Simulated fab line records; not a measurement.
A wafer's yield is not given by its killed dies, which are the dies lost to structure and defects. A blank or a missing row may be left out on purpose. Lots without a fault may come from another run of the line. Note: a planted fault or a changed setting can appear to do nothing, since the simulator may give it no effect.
Matching of chambers || flow nand_harc || 4 sister chambers for NHARC_A_CONTACT_ETCH_88 on rie_diel-01
The step etches the open film in CF4, target depth 39 nm, time 65 s. 4 wafers are shown with their chamber, then 6 later ones without.

== EACH WAFER AND ITS CHAMBER ==
{"wafer": "L720.1", "chamber": 1, "drypump_motor_current_A (A)": 5.92}
{"wafer": "L720.2", "chamber": 0, "drypump_motor_current_A (A)": 6.19}
{"wafer": "L730.1", "chamber": 3, "drypump_motor_current_A (A)": 5.69}
{"wafer": "L730.2", "chamber": 2, "drypump_motor_current_A (A)": 5.70}

== WAFERS WITH NO CHAMBER GIVEN ==
{"wafer": "L732.2", "drypump_motor_current_A (A)": 6.16}
{"wafer": "L732.4", "drypump_motor_current_A (A)": 5.70}
{"wafer": "L732.6", "drypump_motor_current_A (A)": 5.88}
{"wafer": "L736.1", "drypump_motor_current_A (A)": 5.68}
{"wafer": "L736.4", "drypump_motor_current_A (A)": 5.88}
{"wafer": "L736.5", "drypump_motor_current_A (A)": 5.67}

== WHICH CHAMBER EACH WENT THROUGH ==
{"wafer": "L732.2", "from the rows above": 0, "in truth": 0}
{"wafer": "L732.4", "from the rows above": "can't be placed: 2 or 3", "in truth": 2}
{"wafer": "L732.6", "from the rows above": 1, "in truth": 1}
{"wafer": "L736.1", "from the rows above": "can't be placed: 3 or 2", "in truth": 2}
{"wafer": "L736.4", "from the rows above": 1, "in truth": 1}
{"wafer": "L736.5", "from the rows above": "can't be placed: 3 or 2", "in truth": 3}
Placed correctly: 3 of 6. Cannot be placed on the basis of these rows: 3; the candidates contain the true chamber in 3. Wrongly placed: 0.
How it was worked out, from the rows above alone: a wafer's distance from a chamber is the root of the sum, over the readings, of the square of ((its reading less the chamber's mean) divided by the reading's scatter). If the next closest chamber is less than 2 further off than the closest, the wafer can't be placed; otherwise it belongs to the closest. For every chamber, the mean is computed from those of its wafers that are shown. The scatter: root of mean squared gap, hidden wafer to nearest shown wafer, with one shown wafer a chamber.
